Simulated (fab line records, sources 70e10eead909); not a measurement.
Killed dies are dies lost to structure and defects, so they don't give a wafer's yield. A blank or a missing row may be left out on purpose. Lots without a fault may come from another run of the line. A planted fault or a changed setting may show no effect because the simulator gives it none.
Chamber matching | flow nand_harc | NHARC_A_STAIRCASE_TRIM_220 on rie_diel-09: 4 sister chambers
The step chemistry O2, time 211.2 s. 8 wafers are shown with their chamber, then 9 later ones without.

WAFERS WITH THEIR CHAMBER
wafer  | chamber | showerhead_plenum_p_Torr (Torr) | drypump_motor_current_A (A)
L075.5 | 3       | 3.61                            | 5.8
L080.5 | 1       | 3.38                            | 6.2
L087.2 | 2       | 3.52                            | 5.9
L087.3 | 1       | 3.37                            | 6.2
L087.4 | 0       | 3.35                            | 5.7
L089.3 | 0       | 3.35                            | 5.7
L089.5 | 2       | 3.52                            | 5.8
L089.6 | 3       | 3.58                            | 5.8

WAFERS WITHOUT THEIR CHAMBER
wafer  | showerhead_plenum_p_Torr (Torr) | drypump_motor_current_A (A)
L090.1 | 3.35                            | 5.7
L090.2 | 3.58                            | 5.8
L090.3 | 3.51                            | 5.8
L094.2 | 3.51                            | 5.9
L094.4 | 3.33                            | 5.7
L094.5 | 3.35                            | 6.3
L097.1 | 3.34                            | 6.2
L097.2 | 3.33                            | 5.7
L097.5 | 3.34                            | 6.2

WHICH CHAMBER EACH WENT THROUGH
wafer  | from the rows above | in truth
L090.1 | 0                   | 0
L090.2 | 3                   | 3
L090.3 | 2                   | 2
L094.2 | 2                   | 2
L094.4 | 0                   | 0
L094.5 | 1                   | 1
L097.1 | 1                   | 1
L097.2 | 0                   | 0
L097.5 | 1                   | 1
Placed correctly: 9 of 9. Can't be placed from these rows: 0. Placed wrongly: 0.
How it was worked out, from the rows above alone: a wafer's distance from a chamber is the root of the sum, over the readings, of the square of ((its reading less the chamber's mean) divided by the reading's scatter). The wafer belongs to the nearest chamber; if the next one is less than 2 further off, it can't be placed. A chamber's mean is the mean of its shown wafers. The scatter: the root of (the sum of the squares of (reading less its chamber's mean) over the shown wafers, divided by (wafers less chambers)).
